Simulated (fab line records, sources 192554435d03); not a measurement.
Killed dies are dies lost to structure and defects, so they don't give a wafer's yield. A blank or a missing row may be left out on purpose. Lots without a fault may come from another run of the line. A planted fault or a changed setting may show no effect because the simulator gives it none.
A struck lot beside a sound one | flow n5_finfet | 39 steps out of a route of 1938
Sound: wafers L903.2, L903.3, L903.5. Struck: wafers L908.1, L908.4. The cause comes at the end.
At each step with rows: each side's tool, then ch and its chambers, then its first start. Under that, the readings that differ: sound wafers | struck wafers | difference of the means | sigmas: that difference in standard deviations of wafers without a fault.
alike: readings whose means differ by less than 2 such deviations, and words and numbers that are the same on both sides. not compared: withheld readings, readings that some wafer has no value for, bounds like >300 that may hide the same value, and numbers for which the record gives no deviation and whose values overlap.
The two part at a step that has a row with sigmas, a row that says differs or no value, or rows on one side only. Numbers that don't overlap but have no deviation are shown without sigmas and don't part them. A reading that every wafer of one side lacks parts them only if that side has two wafers or more.

first, 9 steps without rows for these wafers: N5_BEOL_M4_ANNEAL_95 (time 240 s); N5_BEOL_M4_SPUTTER_96 (material Cu, target thk 4.5 nm, time 8.29 s); N5_BEOL_M4_ECD_50 (material Cu, target thk 300 nm); N5_BEOL_M4_ANNEAL_51 (time 90 s); N5_BEOL_M4_CMP_52 (polishes, stops on SiOC, t overpolish 6.8 s, target thk 40 nm); N5_BEOL_M4_PRE_CLEAN_60 (time 15 s); N5_BEOL_M4_CO_CAP_55 (material Co, precursor CCTBA/H2, target thk 2 nm, time 102.1 s); N5_BEOL_M4_PRE_CLEAN_56 (time 15 s); N5_BEOL_M4_DEP_57 (deposits SiCN from 3MS/NH3, target thk 8 nm, time 14 s).
N5_BEOL_M4_RC_MEAS_101:
  sound on prober-02 ch 0, day 9 07:48; struck on prober-02 ch 0, day 9 22:49
  alike: DIBL_N, DIBL_P, IOFF_N, IOFF_P, ION_N, ION_P, SS_N, SS_P, VT_N, VT_P
then, 24 steps without rows for these wafers: N5_BEOL_M5_ILD_DEP_00 (deposits SiCOH lowk from DEMS/porogen, target thk 140.64 nm, time 25.9 s); N5_BEOL_M5_CURE_79 (cures SiCOH lowk, time 240 s); N5_BEOL_M5_PECVD_70 (deposits SiO2 from TEOS/O2, target thk 16 nm, time 18 s); N5_BEOL_M5_HM_DEP_02 (deposits TiN, target thk 20 nm); N5_BEOL_M5_COAT_59 (time 60 s, resist thk 60 nm); N5_BEOL_M5_COAT_60 (time 60 s, resist thk 12 nm); N5_BEOL_M5_COAT_71 (time 60 s, resist thk 5 nm); N5_BEOL_M5_COAT_05 (resist thk 30 nm); N5_BEOL_M5_EBR_07; N5_BEOL_M5_SOFTBAKE_06 (time 60 s); N5_BEOL_M5_EXPOSE_08 (exposes mask M5, target cd 28 nm); N5_BEOL_M5_PEB_09 (peb time 60 s); N5_BEOL_M5_DEVELOP_10 (develop time 30 s); N5_BEOL_M5_DESCUM_16 (chemistry O2, time 7 s); N5_BEOL_M5_ETCH_72 (etches underlayer in N2/H2, target depth 6.5 nm, time 5.2 s); N5_BEOL_M5_ETCH_61 (etches SiARC in CF4, target depth 15.6 nm, time 26 s); N5_BEOL_M5_ETCH_62 (etches SOC in N2/H2, target depth 75 nm, overetch 15 nm, time 112.5 s); N5_BEOL_M5_STRIP_63 (strips in N2/H2); N5_BEOL_M5_STRIP_73 (strips in N2/H2); N5_BEOL_M5_STRIP_64 (strips in CF4); N5_BEOL_M5_HM_OPEN_17 (chemistry Cl2/BCl3, target TiN, target depth 20 nm, overetch 6 nm); N5_BEOL_M5_STRIP_19 (strips in O2); N5_BEOL_M5_COAT_65 (time 60 s, resist thk 60 nm); N5_BEOL_M5_COAT_66 (time 60 s, resist thk 12 nm).
-- the record jumps here: 4 days lie between the struck wafers' starts before and after (it left off in module BEOL_M5 and takes up again in module BEOL_M15, whose first step shown is number 1800 of the route) --
N5_BEOL_M15_EXPOSE_25: exposes mask M15, target cd 400 nm.
  sound on krf_scanner-01 ch 0, day 12 18:22; struck on krf_scanner-01 ch 0, day 13 13:47
  alike: mask
N5_BEOL_M15_CD_MEAS_28: target cd 407.6 nm.
  sound on cd_sem-01 ch 0, day 12 18:32; struck on cd_sem-02 ch 0, day 13 13:58
  reading    | sound             | struck      | difference | sigmas
  cd_nm (nm) | 407.7 411.1 409.5 | 489.1 489.3 | +79.8      | +57
N5_BEOL_M15_DESCUM_33: chemistry O2, time 7.9 s.
  sound on rie_diel-05 ch 0,1, day 12 18:37; struck on rie_diel-05 ch 2,3, day 13 14:10
  reading                   | sound           | struck      | difference | sigmas
  model.BEOL_M15.cd_nm (nm) | 407.6 411 409.2 | 489.2 489.6 | +80.1      |
  alike: drypump_motor_current_A, o2_flow_sccm, oes_product_au, rf_vpp_V, showerhead_plenum_p_Torr, throttle_valve_pct
  not compared: rf_hours_counter_h
N5_BEOL_M15_ETCH_38: etches SiCN in CF4/N2, target depth 106.4 nm, time 120.5 s.
  sound on rie_diel-05 ch 2,3; struck on rie_diel-01 ch 0,2
  reading                   | sound             | struck      | difference | sigmas
  model.BEOL_M15.cd_nm (nm) | 400.8 403.6 401.2 | 481.4 482.8 | +80.2      |
  alike: drypump_motor_current_A, oes_product_au, rf_vpp_V, showerhead_plenum_p_Torr, throttle_valve_pct
  not compared: rf_hours_counter_h
N5_PASSIVATION_PROBE_49:
  sound on prober-01, day 13 14:51; struck on prober-02, day 14 06:31
  reading                  | sound          | struck    | difference | sigmas
  defect_limited_yield (%) | 92.4 89.4 90.0 | 17.4 16.6 | -73.6      | -57
  killed_at_M4_up          | 9 17 15        | 890 913   | +888       | +99 or more
  killed_dies              | 90 125 118     | 975 984   | +868       | +58
  killed_on_rim            | 13 19 14       | 76 70     | +58        | +16
  sort_n_pass              | 1090 1055 1062 | 205 196   | -868       | -58
  sort_yield_pct (%)       | 92.4 89.4 90.0 | 17.4 16.6 | -73.6      | -57
  alike: killed_at_M0_to_M3, killed_at_contacts, killed_at_front_end, killed_at_other, killed_open, killed_short, sort_bin_5_function, sort_bin_6_memory

WHERE THEY PART
First at N5_BEOL_M15_CD_MEAS_28; last, within this record, at N5_PASSIVATION_PROBE_49.

WHY: what the simulator had put in
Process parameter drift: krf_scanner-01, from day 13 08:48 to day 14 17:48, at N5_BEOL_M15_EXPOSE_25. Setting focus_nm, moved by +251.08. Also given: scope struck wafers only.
